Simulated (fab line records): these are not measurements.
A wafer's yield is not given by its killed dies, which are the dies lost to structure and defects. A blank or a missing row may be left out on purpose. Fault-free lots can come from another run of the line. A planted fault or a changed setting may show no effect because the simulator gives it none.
The same fault as seen by 3 desks | flow n5Finfet | what lay behind the numbers comes last; until then each desk has only its own

== FROM THE METROLOGY DESK ==
What the gauges read, lot by lot, whatever tool the lot ran on: means of the sampled wafers that have a number. If a lot's mean is further than 4 standard deviations from the usual mean, the lot is out of limits and carries the mark OUT (the distance appears in the brackets).
Columns: A = cdNm at N5_BEOL_M5_CD_MEAS_11, usual 27.95 nm
lot  | first seen here | A
L375 | day 8 16:01     | 27.96
L382 | day 11 02:53    | 27.72
L385 | day 11 11:07    | 29.49 (+6.1) OUT
L386 | day 12 06:30    | 28.97 (+4.1) OUT
L384 | day 12 06:52    | 28.79
L390 | day 12 17:47    | 27.94
L392 | day 13 17:13    | 27.81
L394 | day 13 20:16    | 28.03
L397 | day 14 23:31    | 28.17
L398 | day 15 02:47    | 28.14
This desk finds L385, L386 out of limits, L385 being first, at day 11 11:07 (cdNm at N5_BEOL_M5_CD_MEAS_11). L375, L382, L384, L390, L392, L394, L397, L398 stayed within limits.

== AT THE TOOL OWNER'S DESK: euvScanner-01 ==
The tool's own readings at N5_BEOL_M5_EXPOSE_08 (exposes mask M5, target cd 28 nm): means of the sampled wafers that have a number, for each lot that ran on this tool. If a lot's mean is further than 4 standard deviations from the usual mean, the lot is out of limits and carries the mark OUT (the distance appears in the brackets).
Columns: A = exposureDoseMJCm2 at N5_BEOL_M5_EXPOSE_08, usual 35.67; B = reticleTempC at N5_BEOL_M5_EXPOSE_08, usual 22.99 C
lot  | first seen here | A               | B
L375 | day 8 15:53     | 35.69           | 23.12
L382 | day 11 02:45    | 35.64           | 22.99
L385 | day 11 10:59    | 38.12 (+58) OUT | 23.10
L386 | day 12 06:23    | 37.24 (+37) OUT | 22.99
L384 | day 12 06:44    | 36.88 (+29) OUT | 23.00
This desk finds L384, L385, L386 out of limits, L385 being first, at day 11 10:59 (exposureDoseMJCm2 at N5_BEOL_M5_EXPOSE_08). L375, L382 stayed within limits.

== THE DEFECT DESK ==
Lot by lot, what the route's inspections counted, given as the mean of those sampled wafers with a number. If a lot's mean is further than 4 standard deviations from the usual mean, the lot is out of limits and carries the mark OUT (the distance appears in the brackets).
Columns: A = rawDefectCount at N5_BEOL_M5_INSPECT_13, usual 425
lot  | first seen here | A
L375 | day 8 16:07     | 369
L382 | day 11 02:58    | 392
L385 | day 11 11:13    | 365
L386 | day 12 06:35    | 402
L384 | day 12 06:57    | 558
L390 | day 12 17:52    | 399
L392 | day 13 17:19    | 490
L394 | day 13 20:22    | 392
L397 | day 14 23:36    | 465
L398 | day 15 02:52    | 490
This desk's verdict: no lot among the 10 shows anything out of limits.

== BROUGHT TOGETHER ==
At day 11 10:59, on L384, L385, L386, the tool owner's desk was in a position to raise an alarm.
L385, L386 would have let the metrology desk raise an alarm at day 11 11:07.
The defect desk saw nothing out of limits.
The metrology desk has L384 on record, within its limits.
The defect desk has L384, L385, L386 on record, within its limits.
All the named lots went through N5_BEOL_M5_EXPOSE_08 on euvScanner-01.

== WHAT THE SIMULATOR PUT IN ==
Process parameter drift: euvScanner-01, from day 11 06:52 on, at N5_BEOL_M5_EXPOSE_08. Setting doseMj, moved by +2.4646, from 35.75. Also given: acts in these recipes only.
Struck lots among those shown: L384, L385, L386.
Delay (hours) between the fault's onset and each desk's first out-of-limits reading: 4 at the tool owner's desk, 4 at the metrology desk.
